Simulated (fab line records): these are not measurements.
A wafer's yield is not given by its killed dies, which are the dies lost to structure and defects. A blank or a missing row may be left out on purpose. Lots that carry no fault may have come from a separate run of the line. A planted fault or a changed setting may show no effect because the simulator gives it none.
Matching of chambers / flow nand_harc / ald_metal-03 running NHARC_A_WL_FILL_ALD_02: 4 sister chambers
The step deposits TiN, target thk 2 nm, pulse time 3 s, ald cycles 100. 16 wafers are shown with their chamber, then 8 later ones without.

== WAFERS WITH THEIR CHAMBER ==
wafer=L079.2; chamber=0; heater_power_w (W)=1174; precursor_pulse_height_rel=1.021
wafer=L079.3; chamber=3; heater_power_w (W)=1152; precursor_pulse_height_rel=1.026
wafer=L079.5; chamber=1; heater_power_w (W)=1275; precursor_pulse_height_rel=0.980
wafer=L079.1; chamber=1; heater_power_w (W)=1262; precursor_pulse_height_rel=0.994
wafer=L079.4; chamber=2; heater_power_w (W)=1148; precursor_pulse_height_rel=0.945
wafer=L079.6; chamber=0; heater_power_w (W)=1176; precursor_pulse_height_rel=0.967
wafer=L078.2; chamber=1; heater_power_w (W)=1258; precursor_pulse_height_rel=0.962
wafer=L078.3; chamber=0; heater_power_w (W)=1166; precursor_pulse_height_rel=0.977
wafer=L078.6; chamber=2; heater_power_w (W)=1131; precursor_pulse_height_rel=1.002
wafer=L086.1; chamber=3; heater_power_w (W)=1137; precursor_pulse_height_rel=1.009
wafer=L086.4; chamber=0; heater_power_w (W)=1178; precursor_pulse_height_rel=1.016
wafer=L086.5; chamber=0; heater_power_w (W)=1145; precursor_pulse_height_rel=0.988
wafer=L089.2; chamber=3; heater_power_w (W)=1167; precursor_pulse_height_rel=0.986
wafer=L089.5; chamber=0; heater_power_w (W)=1224; precursor_pulse_height_rel=1.013
wafer=L089.6; chamber=3; heater_power_w (W)=1155; precursor_pulse_height_rel=1.027
wafer=L087.4; chamber=1; heater_power_w (W)=1199; precursor_pulse_height_rel=1.002

SIGNATURES (averages over the wafers above)
reading=heater_power_w; chamber 0=1177.17; chamber 1=1248.50; chamber 2=1139.50; chamber 3=1152.75; scatter within a chamber=24.8
reading=precursor_pulse_height_rel; chamber 0=0.99700; chamber 1=0.98450; chamber 2=0.97350; chamber 3=1.01200; scatter within a chamber=0.0228
Rule: a wafer lies at a distance from a chamber equal to the root of the sum of squares, over the readings, of (its reading less the chamber's mean, divided by the reading's scatter). If the next closest chamber is less than 2 further off than the closest, the wafer can't be placed; otherwise it belongs to the closest. The scatter is the square root of a quotient: the sum, over the shown wafers, of each reading's squared deviation from its chamber's mean, divided by wafers minus chambers.

== WAFERS MISSING THEIR CHAMBER ==
wafer=L087.5; heater_power_w (W)=1221; precursor_pulse_height_rel=1.022
wafer=L087.6; heater_power_w (W)=1152; precursor_pulse_height_rel=0.997
wafer=L087.1; heater_power_w (W)=1198; precursor_pulse_height_rel=0.984
wafer=L087.2; heater_power_w (W)=1183; precursor_pulse_height_rel=1.013
wafer=L087.3; heater_power_w (W)=1177; precursor_pulse_height_rel=0.966
wafer=L094.1; heater_power_w (W)=1234; precursor_pulse_height_rel=1.002
wafer=L094.2; heater_power_w (W)=1181; precursor_pulse_height_rel=0.995
wafer=L094.3; heater_power_w (W)=1136; precursor_pulse_height_rel=0.997

== WHICH CHAMBER EACH ONE RAN IN ==
wafer=L087.5; from the rows above=can't be placed: 1 or 0 or 3 or 2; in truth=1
wafer=L087.6; from the rows above=can't be placed: 3 or 0 or 2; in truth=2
wafer=L087.1; from the rows above=can't be placed: 0 or 1 or 3 or 2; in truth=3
wafer=L087.2; from the rows above=can't be placed: 0 or 3 or 2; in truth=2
wafer=L087.3; from the rows above=can't be placed: 0 or 2 or 3 or 1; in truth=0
wafer=L094.1; from the rows above=can't be placed: 1 or 0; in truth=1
wafer=L094.2; from the rows above=can't be placed: 0 or 3 or 2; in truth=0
wafer=L094.3; from the rows above=can't be placed: 3 or 2 or 0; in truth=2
Placed correctly: 0 of 8. Unplaceable from these rows: 8, with the true chamber sitting among the candidates in 8. Number placed wrongly: 0.
